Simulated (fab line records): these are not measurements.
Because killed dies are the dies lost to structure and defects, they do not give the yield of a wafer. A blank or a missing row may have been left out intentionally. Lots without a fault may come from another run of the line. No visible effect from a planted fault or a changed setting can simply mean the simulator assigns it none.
Comparing a struck lot with a sound one / flow nand-harc / 14 out of 1302 route steps
Sound: these wafers, L749.1, L749.2, L749.5. Struck: wafer L765.3 (L765.4, L765.6, from the same lot, were not struck and are left out); the cause is given at the end.
At each step with rows: each side's tool, then ch and its chambers, then its first start. Under that, the readings that differ: sound wafers / struck wafers / difference of the means / sigmas: that difference in standard deviations of wafers without a fault.
alike: same words and numbers on both sides, and readings whose means sit less than 2 such deviations apart. not compared: any withheld reading, any reading some wafer has no value for, any bound like >300 that may hide the same value, and any number with overlapping values for which the record gives no deviation.
Wherever a step has rows on one side only, a row that says differs or no value, or a row with sigmas, the two part there. Numbers that have no deviation but don't overlap get no sigmas and don't part them. A reading missing from all wafers of one side parts the sides only when that side holds two or more wafers.

first, 6 steps without rows for these wafers: NHARC_A_DECK1_JOINT_CVD_34 (deposits SiNx, target thk 20 nm); NHARC_A_DECK1_JOINT_DEP_06 (deposits SiOx, target thk 80 nm); NHARC_A_DECK1_JOINT_CURE_26 (time 32 s); NHARC_A_DECK1_JOINT_ANNEAL_27 (time 3600 s); NHARC_A_DECK1_JOINT_ANNEAL_28 (time 1800 s); NHARC_A_DECK1_JOINT_ANNEAL_29 (time 1800 s).
NHARC_A_DECK1_JOINT_CMP_02: polishes SiOx.
  sound on cmp-03 ch 0,2, day 12 20:06; struck on cmp-02 ch 3, day 19 14:26
  alike: motor-current-A, retaining-ring-pressure-frac, slurry-flow-ml-min
then, 1 step without rows for these wafers: NHARC_A_DECK1_JOINT_SRD_15.
NHARC_A_DECK1_JOINT_DEP_16: deposits SiO2, target thk 45 nm.
  sound on pecvd-02 ch 0,2, day 12 20:31; struck on pecvd-04 ch 0, day 19 14:53
  alike: heater-power-w, throttle-valve-pct
NHARC_A_DECK1_JOINT_THK_MEAS_17: measures by ellipsometry.
  sound on film-metro-02, day 12 20:46; struck on film-metro-02, day 19 15:07
  alike: thk-nm
NHARC_A_DECK1_JOINT_INSPECT_05:
  sound on defect-inspect-02, day 12 20:48; struck on defect-inspect-01, day 19 15:08
  alike: raw-defect-count
NHARC_A_ONON_D2_DEP_00: target thk 1000 nm.
  sound on pecvd-onon-03 ch 0, day 12 20:52; struck on pecvd-onon-02 ch 0, day 19 15:19
  alike: n2o-flow-sccm, sih4-flow-sccm
NHARC_A_ONON_D2_THK_MEAS_02: measures by ellipsometry.
  sound on film-metro-01, day 12 21:23; struck on film-metro-02, day 19 15:43
reading=thk-nm (nm); sound=998 1000 1000; struck=1048; difference=+49; sigmas=+6
next comes 1 step that has no rows for these wafers: NHARC_A_ONON_D2_DEP_03 (target thickness 1000 nm).

## WHERE THEY PART
Only at NHARC_A_ONON_D2_THK_MEAS_02, as far as this record shows.

WHY: what the simulator had put in
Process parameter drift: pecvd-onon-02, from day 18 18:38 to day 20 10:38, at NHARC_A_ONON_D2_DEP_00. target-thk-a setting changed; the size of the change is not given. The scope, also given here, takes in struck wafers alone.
